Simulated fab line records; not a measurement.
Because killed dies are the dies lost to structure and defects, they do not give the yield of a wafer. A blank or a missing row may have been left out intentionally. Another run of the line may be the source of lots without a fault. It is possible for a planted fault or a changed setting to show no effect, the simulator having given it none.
fab line records ; flow n5-finfet
[record] lots = 6; wafers = 14; last-day = 20
route steps=1938 shown BEOL_M1@785
lots that met no fault: taken from a fault-free run of the same line
start-h: hours from the record's first day to the start of the lot's first wafer shown ; wait-h: how many hours have passed since the lot's step before this one ; " identical to the entry in the row above ; L1.1+2: a single row standing in for several wafers ; - no value, or no start was given ; * or withheld: withheld ; < > ~ a bound
route shown NAME@n: names a module that has steps shown in the file, with the first one's number in the route ; usual: mean and standard deviation over wafers with no fault ; same: alike in all rows ; chamber/n: place in a boat ; sites: per-site readings ; _std_site: how widely they spread, as a standard deviation ; _edge_site: inner sites' mean taken away from outer sites' mean ; radius-mm: how far each site lies from the wafer's centre ; mask NAME#n: copy n ; behind: the tool/chamber that last shaped the wafer ; hold: why the lot was held/for how many hours/how that ended ; device: the transistor (n, p or np) that didn't switch ; end of line: the route-end tests of the same wafers ; a step without rows: its recipe alone ; killed: not the wafer's yield, but the dies lost to structure and defects at the first sort ; map: the dies of a wafer, with x for killed, . for not killed, _ for no die there
set.NAME: the run value of the setting; set.NAME@STEP: its run value at that earlier step ; model.NAME: the simulator's own value behind a step, which no gauge read
lots at some steps of the route; a table a step, a row a wafer
services: when a tool's chamber went out of use (start-h, in hours from the record's first day, below 0 if earlier), for how many hours, and the reason
[[steps]]
[step N5_BEOL_M1_DEVELOP_27]
[recipe] develop-time-s = 30; developer = TMAH; resist = CAR-EUV; rinse-liquid = surfactant-rinse; dry = air-spin; dev-temp-c = 23
[step N5_BEOL_M1_CD_MEAS_28]
[recipe] landing-energy-ev = 500; detector = se-inlens; target-cd-y-nm = 23.3
[usual] cd-nm = 24.02/0.26
lot.wafer;tool;chamber;start-h;wait-h;cd-nm
L965.1;cd-sem-02;0;126.04;-;24.20
L965.4;cd-sem-02;0;126.04;-;24.05
L965.6;cd-sem-02;0;126.04;-;24.13
L967.1;cd-sem-03;0;135.13;-;23.96
L967.3;cd-sem-03;0;135.13;-;24.10
L967.6;cd-sem-03;0;135.13;-;24.13
L981.2;cd-sem-01;0;219.11;-;23.70
L981.4;cd-sem-01;0;219.11;-;24.47
L981.6;cd-sem-01;0;219.11;-;23.88
L983.4;cd-sem-01;0;228.44;-;23.95
L985.1;cd-sem-03;0;241.88;-;24.31
L988.2;cd-sem-01;0;269.24;-;24.01
L988.3;cd-sem-01;0;269.24;-;24.19
L988.5;cd-sem-01;0;269.24;-;23.90
[step N5_BEOL_M1_OVL_MEAS_29]
[recipe] points-per-wafer = 522
[usual] V0_OVL = 0.5/0.66
lot.wafer;tool;chamber;start-h;wait-h;V0_OVL[nm]
L965.1;overlay-02;0;126.07;0.0;-0.1
L965.4;overlay-02;0;126.07;0.0;0.9
L965.6;overlay-02;0;126.07;0.0;0.8
L967.1;overlay-01;0;135.16;0.0;0.7
L967.3;overlay-01;0;135.16;0.0;1.7
L967.6;overlay-01;0;135.16;0.0;1.0
L981.2;overlay-02;0;219.14;0.0;-0.1
L981.4;overlay-02;0;219.14;0.0;0.2
L981.6;overlay-02;0;219.14;0.0;0.3
L983.4;overlay-02;0;228.48;0.0;0.1
L985.1;overlay-01;0;241.91;0.0;-0.3
L988.2;overlay-01;0;269.27;0.0;0.9
L988.3;overlay-01;0;269.27;0.0;1.0
L988.5;overlay-01;0;269.27;0.0;1.1
[step N5_BEOL_M1_INSPECT_30]
[recipe] mode = adi; inspect-instrument = brightfield
[usual] raw-defect-count = 387/90
lot.wafer;tool;chamber;start-h;wait-h;raw-defect-count
L965.1;defect-inspect-02;-;126.13;0.1;426
L965.4;defect-inspect-02;-;126.13;0.1;411
L965.6;defect-inspect-02;-;126.13;0.1;378
L967.1;defect-inspect-01;-;135.22;0.1;452
L967.3;defect-inspect-01;-;135.22;0.1;438
L967.6;defect-inspect-01;-;135.22;0.1;379
L981.2;defect-inspect-02;-;219.22;0.1;379
L981.4;defect-inspect-02;-;219.22;0.1;359
L981.6;defect-inspect-02;-;219.22;0.1;289
L983.4;defect-inspect-02;-;228.57;0.1;610
L985.1;defect-inspect-02;-;241.97;0.1;444
L988.2;defect-inspect-01;-;269.32;0.0;323
L988.3;defect-inspect-01;-;269.32;0.0;260
L988.5;defect-inspect-01;-;269.32;0.0;285
[step N5_BEOL_M1_DESCUM_33]
[recipe] chemistry = O2; time-s = 7; source-power-w = 50; bias-power-w = 20; pressure-mtorr = 20; rf-frequency-hz = 2.712e+07; temp-c = 40; resist = CAR-EUV; o2-flow-sccm = 225
[usual] bias-power-w = 20.00/0.068; drypump-motor-current-A = 5.7/0.37; o2-flow-sccm = 224.9/0.69; oes-product-au = 0.79/0.08; rf-vpp-V = 243.1/1.3; showerhead-plenum-p-Torr = 2.09/0.077; throttle-valve-pct = 20.47/0.18
[same] time-s = 7
lot.wafer;tool;chamber;start-h;wait-h;bias-power-w;drypump-motor-current-A;o2-flow-sccm;oes-product-au;rf-hours-counter-h;rf-vpp-V;showerhead-plenum-p-Torr;throttle-valve-pct
L965.1;rie-diel-06;2;126.16;0.0;19.96;5.9;223.8;0.81;91;240.3;1.97;20.56
L965.4;rie-diel-06;1;126.16;0.0;20.04;5.4;225.6;0.87;50;243.5;2.12;20.36
L965.6;rie-diel-06;3;126.16;0.0;19.94;5.8;224.6;0.71;-;243.2;2.05;20.38
L967.1;rie-diel-03;0;135.26;0.0;20.02;6.0;224.9;0.90;22;244.1;2.14;20.35
L967.3;rie-diel-03;2;135.26;0.0;20.01;5.4;224.8;0.68;205;245.0;2.19;20.77
L967.6;rie-diel-03;3;135.26;0.0;20.05;4.9;224.6;0.75;-;244.4;2.17;20.72
L981.2;rie-diel-02;2;219.26;0.0;19.93;5.5;226.0;0.73;187;242.8;2.09;20.51
L981.4;rie-diel-02;0;219.26;0.0;19.99;5.5;224.7;0.80;110;241.2;2.02;20.29
L981.6;rie-diel-02;3;219.26;0.0;20.03;5.6;224.8;0.73;-;242.0;1.96;20.39
L983.4;rie-diel-03;0;228.61;0.0;19.94;6.0;225.0;0.86;48;243.2;2.13;20.40
L985.1;rie-diel-02;1;242.06;0.1;20.00;5.4;225.3;0.84;81;245.3;2.20;20.16
L988.2;rie-diel-02;0;269.36;0.0;20.08;5.5;225.5;0.79;124;242.7;2.02;20.32
L988.3;rie-diel-02;2;269.36;0.0;20.02;5.5;224.8;0.72;204;242.4;2.09;20.54
L988.5;rie-diel-02;2;269.36;0.0;20.05;5.5;224.9;0.71;-;242.4;2.09;20.54
[step N5_BEOL_M1_ETCH_77]
[recipe] chemistry = N2/H2; target = underlayer; target-depth-a = 65; mask-material = CAR-EUV; time-s = 5.2; ion-energy-ev = 200; pressure-mtorr = 30; source-w = 840; bias-w = 150; n2-flow-sccm = 200; h2-flow-sccm = 200; ends = cleared
[usual] drypump-motor-current-A = 5.7/0.37; etch-rf-on-time-s = 5.23/0.21; oes-product-au = 0.67/0.062; rf-vpp-V = 523.4/2.9; showerhead-plenum-p-Torr = 2.53/0.087; throttle-valve-pct = 17.84/0.19
lot.wafer;tool;chamber;start-h;wait-h;drypump-motor-current-A;etch-rf-on-time-s;oes-product-au;rf-hours-counter-h;rf-vpp-V;showerhead-plenum-p-Torr;throttle-valve-pct
L965.1;rie-diel-06;2;126.20;0.0;5.8;5.32;0.69;91;519.5;2.37;17.90
L965.4;rie-diel-06;1;126.20;0.0;5.4;5.21;0.73;50;525.4;2.57;17.62
L965.6;rie-diel-06;3;126.20;0.0;5.8;5.18;0.61;-;522.9;2.53;17.94
L967.1;rie-diel-03;0;135.29;0.0;6.0;5.39;0.76;22;525.1;2.63;18.02
L967.3;rie-diel-03;2;135.29;0.0;5.4;5.12;0.60;205;526.4;2.62;17.89
L967.6;rie-diel-03;3;135.29;0.0;4.9;5.08;0.65;-;524.7;2.65;18.20
L981.2;rie-diel-02;2;219.30;0.0;5.5;4.83;0.66;187;522.4;2.51;17.85
L981.4;rie-diel-02;0;219.30;0.0;5.5;5.39;0.66;110;518.9;2.47;17.86
L981.6;rie-diel-02;3;219.30;0.0;5.7;5.58;0.60;-;516.5;2.41;17.93
L983.4;rie-diel-03;0;228.64;0.0;6.0;5.45;0.72;48;528.3;2.62;18.06
L985.1;rie-diel-02;1;242.10;0.0;5.4;4.88;0.73;81;527.3;2.67;17.57
L988.2;rie-diel-02;0;269.39;0.0;5.6;5.32;0.67;124;523.3;2.47;17.88
L988.3;rie-diel-02;2;269.39;0.0;5.5;4.83;0.64;204;521.4;2.50;17.88
L988.5;rie-diel-02;2;269.39;0.0;5.5;4.88;0.65;-;521.9;2.50;17.84
[step N5_BEOL_M1_ETCH_69]
[recipe] chemistry = CF4; target = SiARC; target-depth-a = 156; mask-material = CAR-EUV; time-s = 26; ion-energy-ev = 80; pressure-mtorr = 40; source-w = 545; bias-w = 36; Ar_flow_sccm = 100; cf4-flow-sccm = 100; ends = cleared
[usual] cf4-flow-sccm = 100.0/0.33; drypump-motor-current-A = 5.7/0.37; etch-rf-on-time-s = 26.2/1; oes-product-au = 0.67/0.063; rf-vpp-V = 184.0/1.3; showerhead-plenum-p-Torr = 2.14/0.072; throttle-valve-pct = 15.61/0.19
lot.wafer;tool;chamber;start-h;wait-h;cf4-flow-sccm;drypump-motor-current-A;etch-rf-on-time-s;oes-product-au;rf-hours-counter-h;rf-vpp-V;showerhead-plenum-p-Torr;throttle-valve-pct
L965.1;rie-diel-06;2;126.22;0.0;100.1;5.8;26.7;0.68;91;180.6;2.00;15.60
L965.4;rie-diel-06;1;126.22;0.0;99.4;5.3;26.5;0.73;50;185.4;2.18;15.59
L965.6;rie-diel-06;3;126.22;0.0;100.5;5.8;26.0;0.61;-;184.1;2.14;15.87
L967.1;rie-diel-03;0;135.31;0.0;100.1;6.0;27.5;0.75;22;184.1;2.19;15.47
L967.3;rie-diel-03;2;135.31;0.0;100.2;5.4;25.9;0.60;205;185.0;2.19;15.61
L967.6;rie-diel-03;3;135.31;0.0;100.1;4.9;25.6;0.65;-;184.4;2.22;15.89
L981.2;rie-diel-02;2;219.31;0.0;99.7;5.5;24.5;0.65;187;184.5;2.14;15.72
L981.4;rie-diel-02;0;219.31;0.0;100.1;5.5;27.2;0.67;110;184.8;2.07;15.43
L981.6;rie-diel-02;3;219.31;0.0;99.9;5.7;27.8;0.61;-;182.8;2.02;15.76
L983.4;rie-diel-03;0;228.66;0.0;100.6;6.0;27.7;0.71;48;185.5;2.18;15.51
L985.1;rie-diel-02;1;242.12;0.0;100.1;5.4;24.8;0.73;81;184.6;2.26;15.43
L988.2;rie-diel-02;0;269.41;0.0;100.2;5.6;26.4;0.67;124;183.9;2.06;15.45
L988.3;rie-diel-02;2;269.41;0.0;100.5;5.5;24.6;0.64;204;184.6;2.13;15.77
L988.5;rie-diel-02;2;269.41;0.0;100.4;5.5;24.6;0.64;-;183.3;2.13;15.76
[step N5_BEOL_M1_ALD_98]
[recipe] material = SiO2; target-thk-a = 25; temp-c = 100; ald-precursor-family = BDEAS; ald-co-reactant = O2-plasma; pulse-time-s = 1; co-reactant-pulse-time-s = 1; purge-time-s = 2; co-reactant-purge-time-s = 2; ald-cycles = 17; pressure-torr = 2
[usual] heater-power-w = 84/10; precursor-pulse-height-rel = 1.002/0.019
lot.wafer;tool;chamber;start-h;wait-h;heater-power-w;precursor-pulse-height-rel;since-wet-clean-h
L965.1;ald-sin-01;1;126.30;0.1;73;0.964;316
L965.4;ald-sin-01;3;126.30;0.1;67;0.997;316
L965.6;ald-sin-01;1;126.30;0.1;72;1.012;-
L967.1;ald-sin-01;3;135.39;0.1;68;0.991;325
L967.3;ald-sin-01;0;135.39;0.1;68;1.008;325
L967.6;ald-sin-01;1;135.39;0.1;71;0.987;-
L981.2;ald-sin-04;1;219.40;0.1;97;0.972;120
L981.4;ald-sin-04;2;219.40;0.1;76;1.036;120
L981.6;ald-sin-04;1;219.40;0.1;96;0.978;-
L983.4;ald-sin-04;2;228.74;0.1;74;1.012;129
L985.1;ald-sin-01;0;242.20;0.1;67;1.003;51
L988.2;ald-sin-04;3;269.62;0.2;97;1.009;170
L988.3;ald-sin-04;0;269.62;0.2;83;1.004;170
L988.5;ald-sin-04;1;269.62;0.2;100;0.993;-
[step N5_BEOL_M1_ETCHBACK_99]
[recipe] chemistry = CHF3; target = SiO2; target-depth-a = 50; time-s = 10.4; source-w = 215; bias-w = 47; Ar_flow_sccm = 200; CHF3_flow_sccm = 12; ion-energy-ev = 100; pressure-mtorr = 30
[usual] drypump-motor-current-A = 5.6/0.32; oes-product-au = 0.79/0.071; rf-vpp-V = 240/6.7; showerhead-plenum-p-Torr = 2.14/0.085; throttle-valve-pct = 17.07/0.2
[same] time-s = 10.4
lot.wafer;tool;chamber;start-h;wait-h;drypump-motor-current-A;oes-product-au;rf-hours-counter-h;rf-vpp-V;showerhead-plenum-p-Torr;throttle-valve-pct
L965.1;rie-diel-02;3;128.13;1.8;5.7;0.73;181;237;2.03;17.15
L965.4;rie-diel-02;0;128.13;1.8;5.5;0.82;84;233;2.08;16.85
L965.6;rie-diel-02;1;128.13;1.8;5.4;0.88;-;245;2.28;16.81
L967.1;rie-diel-06;0;141.93;6.5;5.5;0.97;7;235;2.11;16.65
L967.3;rie-diel-06;2;141.93;6.5;5.8;0.79;95;232;1.99;16.99
L967.6;rie-diel-06;2;141.93;6.5;5.9;0.80;-;232;1.99;17.00
L981.2;rie-diel-03;3;241.41;22.0;4.9;0.75;185;242;2.23;17.39
L981.4;rie-diel-03;0;241.41;22.0;6.0;0.84;50;247;2.18;16.90
L981.6;rie-diel-03;2;241.41;22.0;5.4;0.67;-;243;2.21;17.24
L983.4;rie-diel-03;0;249.65;20.9;6.0;0.83;52;248;2.18;16.92
L985.1;rie-diel-03;0;262.01;19.8;6.0;0.83;56;247;2.18;16.94
L988.2;rie-diel-06;0;288.21;18.5;5.5;0.87;48;236;2.10;16.71
L988.3;rie-diel-06;1;288.21;18.5;5.4;0.81;93;252;2.20;17.27
L988.5;rie-diel-06;0;288.21;18.5;5.5;0.88;-;235;2.10;16.72
[step N5_BEOL_M1_ETCH_70]
[recipe] chemistry = N2/H2; target = SOC; target-depth-a = 800; overetch-a = 160; mask-material = SiARC; temp-c = 40; time-s = 120; ion-energy-ev = 200; pressure-mtorr = 30; source-w = 840; bias-w = 150; n2-flow-sccm = 200; h2-flow-sccm = 200
[step N5_BEOL_M1_STRIP_71]
[recipe] chemistry = N2/H2; temp-c = 40; n2-flow-sccm = 200; h2-flow-sccm = 200; rf-frequency-hz = 6e+07
[step N5_BEOL_M1_STRIP_78]
[recipe] chemistry = N2/H2; temp-c = 40; n2-flow-sccm = 200; h2-flow-sccm = 200; rf-frequency-hz = 6e+07
[step N5_BEOL_M1_VIA_ETCH_34]
[recipe] chemistry = C4F6/O2; target-depth-a = 678; mask-material = SOC; pressure-mtorr = 15; ion-energy-ev = 250; taper-deg = 4; time-s = 64.4; source-w = 350; bias-w = 170; Ar_flow_sccm = 300; C4F6_flow_sccm = 10; O2_flow_sccm = 10
[usual] drypump-motor-current-A = 5.6/0.32; oes-product-au = 0.79/0.071; rf-vpp-V = 663/18; showerhead-plenum-p-Torr = 2.82/0.11; throttle-valve-pct = 30.76/0.23
[same] time-s = 64.4
lot.wafer;tool;chamber;start-h;wait-h;drypump-motor-current-A;oes-product-au;rf-hours-counter-h;rf-vpp-V;showerhead-plenum-p-Torr;throttle-valve-pct;model.etch.depth-nm;model.SOC_of_BEOL_M1_COAT_67.thk-nm
L965.1;rie-diel-02;3;128.26;0.0;5.7;0.74;181;656;2.69;30.54;64.8;52.6
L965.4;rie-diel-02;0;128.26;0.0;5.5;0.82;84;646;2.76;30.50;66.46;52
L965.6;rie-diel-02;1;128.26;0.0;5.5;0.88;-;677;3.01;30.58;69.92;51.8
L967.1;rie-diel-06;0;142.07;0.0;5.5;0.97;7;649;2.79;30.40;69.07;52.2
L967.3;rie-diel-06;2;142.07;0.0;5.9;0.80;95;645;2.64;30.70;65.13;52.4
L967.6;rie-diel-06;2;142.07;0.0;5.8;0.79;-;644;2.64;30.69;65.68;52.4
L981.2;rie-diel-03;3;241.55;0.0;4.9;0.75;185;667;2.94;31.20;68.26;51.8
L981.4;rie-diel-03;0;241.55;0.0;6.0;0.84;51;683;2.88;30.72;65.11;52.2
L981.6;rie-diel-03;2;241.55;0.0;5.4;0.68;-;668;2.92;31.03;66.44;52
L983.4;rie-diel-03;0;249.79;0.0;6.0;0.67;52;682;2.88;30.70;44.05;54.8
L985.1;rie-diel-03;0;262.14;0.0;6.0;0.67;56;683;2.88;30.70;44.56;55
L988.2;rie-diel-06;0;288.34;0.0;5.5;0.87;48;650;2.77;30.43;66.96;52.2
L988.3;rie-diel-06;1;288.34;0.0;5.4;0.80;93;699;2.90;31.12;67.28;52.4
L988.5;rie-diel-06;0;288.34;0.0;5.5;0.88;-;649;2.77;30.45;67.25;52
[step N5_BEOL_M1_STRIP_83]
[recipe] chemistry = C4F6/O2; resist = SiARC; rf-frequency-hz = 6e+07
[[services]]
tool;chamber;start-h;hours;kind
ald-sin-04;2;102.73;16.2;repair
rie-diel-02;2;105.66;4.1;repair
rie-diel-02;0;109.46;16.2;repair
rie-diel-02;3;114.40;6.5;repair
rie-diel-03;1;114.46;10.7;repair
rie-diel-03;3;139.89;3.5;repair
rie-diel-02;2;162.48;6.6;repair
rie-diel-06;3;163.11;4.1;repair
ald-sin-01;-;176.75;14.0;pm
ald-sin-01;0;176.75;14.0;vent-cycle
ald-sin-01;1;176.75;14.0;vent-cycle
ald-sin-01;2;176.75;14.0;vent-cycle
ald-sin-01;3;176.75;14.0;vent-cycle
ald-sin-01;0;190.75;-;clean
ald-sin-01;1;190.75;-;clean
rie-diel-03;3;200.07;23.7;repair
rie-diel-03;2;220.43;3.6;repair
rie-diel-02;3;230.01;2.4;repair
rie-diel-02;0;252.10;6.5;repair
ald-sin-04;1;274.63;2.9;repair
rie-diel-03;2;285.40;-;clean
rie-diel-03;2;285.40;-;consumable-replace:focus-ring
rie-diel-03;2;285.40;16.3;scheduled-down
rie-diel-03;2;285.40;16.3;vent-cycle
[[key]]
first-sign none at tools or gauges
[model-effect] step = N5_BEOL_M1_VIA_ETCH_34; value = etch.depth-nm; without = 65.19; struck = 44.31
met-at N5_BEOL_M1_VIA_ETCH_34
struck-wafers L983.4,L985.1
rows-end L985.1
tester-left-out L983
onset-between 241.55 249.79
also-fits N5_BEOL_M1_ETCHBACK_99:rie-diel-03
[earlier-fault] kind = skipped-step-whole; tool = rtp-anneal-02; chamber = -; onset-h = 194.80; steps = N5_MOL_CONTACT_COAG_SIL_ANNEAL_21; scope = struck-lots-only
[fault] kind = process-parameter-drift; tool = rie-diel-03; chamber = 0; onset-h = 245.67; steps = N5_BEOL_M1_VIA_ETCH_34; channel = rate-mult; offset = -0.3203; shape = step
// tester-left-out: of these lots the tester's yield and bins aren't shown, on N5 and GAA mostly nor the transistor test; their killed dies are dies lost to structure and defects alone, not to doping, threshold or leakage, so they don't give the yield
// rows-end: these wafers met a further fault down the route, and their rows from its step on are left out
